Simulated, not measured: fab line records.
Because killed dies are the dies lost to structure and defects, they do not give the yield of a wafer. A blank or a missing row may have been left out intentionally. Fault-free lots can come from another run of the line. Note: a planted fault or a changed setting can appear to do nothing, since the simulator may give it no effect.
Problem report in the 8D (eight disciplines) form, filled by code -- flow n5_finfet -- the parts of the form that need people (team, actions taken, sign-off) are left out

== 1. WHAT IS WRONG ==
At N5_SDB_ETCH_18, rf_fwd_power_W averages 1037.6 W over 3 wafers from 2 lots, while fault-free wafers read 836.7 W, standard deviation 2.7. Measured from the usual mean, that is +74 standard deviations.
The step: etches SOC in N2/H2, target depth 100 nm, overetch 20 nm, time 150 s.
First seen on wafer L552.4, day 6 20:07, on rie_diel-05. At this step, 18 wafers from 6 lots have a number in the record. Rule for "out" (also "out of limits"): further than 4 standard deviations from the usual mean. All remaining wafers that have a number are taken as sound.

== 2. WHAT THIS IS AND IS NOT ==
question,is,is not
which readings at this step,"rf_fwd_power_W, rf_vpp_V","drypump_motor_current_A, oes_product_au, showerhead_plenum_p_Torr, throttle_valve_pct"
which lots,"L552, L555","L542, L545, L557, L561"
which wafers of those lots,"L552.4, L555.1, L555.4","L552.5, L552.6, L555.2"
read on which tools,rie_diel-05,"rie_diel-02, rie_diel-04"
when,from day 6 20:07,"up to then (8 sound wafers); but 7 sound wafers of L555, L557, L561 came after"

== 3. THE SUSPECTS, EACH WITH WHAT RULES IT OUT ==
Counting: any tool at a process step up to the reading remains a suspect provided it ran every lot that is out. Sound lots after the first of them don't rule it out here, since some wafers of a struck lot are sound.
- rie_diel-05 at N5_SDB_DESCUM_16 (chemistry O2, time 7.9 s): kept. It ran every lot that is out, first L552 (day 6 20:03); its last sound lot up to then is L542 (day 4 04:35).
- rie_diel-05 at N5_SDB_ETCH_17 (etches SiARC in CF4, target depth 23.4 nm, time 39 s): kept. It ran every lot that is out, first L552 (day 6 20:05); its last sound lot up to then is L542 (day 4 04:37).
- rie_diel-05 at N5_SDB_ETCH_18 (etches SOC in N2/H2, target depth 100 nm, overetch 20 nm, time 150 s): kept. It ran every lot that is out, first L552 (day 6 20:07); its last sound lot up to then is L542 (day 4 04:40). On those wafers its own readings are out: rf_fwd_power_W, rf_vpp_V.
- Within rie_diel-05 at N5_SDB_DESCUM_16: the wafers that are out ran in chamber 0; their sound lot-mates ran in chambers 2, 3.
- Within rie_diel-05 at N5_SDB_ETCH_17: the wafers that are out ran in chamber 0; their sound lot-mates ran in chambers 2, 3.
- Within rie_diel-05 at N5_SDB_ETCH_18: the wafers that are out ran in chamber 0; their sound lot-mates ran in chambers 2, 3.
The count leaves rie_diel-05 at N5_SDB_DESCUM_16, rie_diel-05 at N5_SDB_ETCH_17, and rie_diel-05 at N5_SDB_ETCH_18.

== 4. THE CAUSE (what the simulator had put in) ==
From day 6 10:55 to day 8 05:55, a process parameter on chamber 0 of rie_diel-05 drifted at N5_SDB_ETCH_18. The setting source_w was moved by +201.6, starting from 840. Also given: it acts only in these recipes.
Of the 3 suspects that counting leaves, this tool is one.

== 5. THE CHAIN OF EFFECTS, in route order ==
Rows list readings where the struck wafers' mean (over those with a number) sits beyond 3 standard deviations from the usual. Only readings for which the record gives a usual standard deviation are gone through. hours: the time from each lot's start at the first step in this table that gives one to its start at this step, as a median over the lots. sigmas: the change in usual standard deviations.
hours,step,reading,usual,on struck wafers,change,sigmas
0,N5_SDB_ETCH_18,rf_fwd_power_W,836.7 W,1037.6,+200.9,+74
0,N5_SDB_ETCH_18,rf_vpp_V,525.2 V,490.5,-34.7,-14
Process steps it contains:
- N5_SDB_ETCH_18: etches SOC in N2/H2, target depth 100 nm, overetch 20 nm, time 150 s.
Later measuring or inspecting steps at which every struck wafer that the step has a row for has a number for every such reading, and none has moved that far: N5_BEOL_M4_RC_MEAS_101.

== 6. WHAT WOULD HAVE CAUGHT IT SOONER ==
The fault began at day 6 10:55; the first out-of-limits reading in this record came at day 6 20:07, 9 hours later.
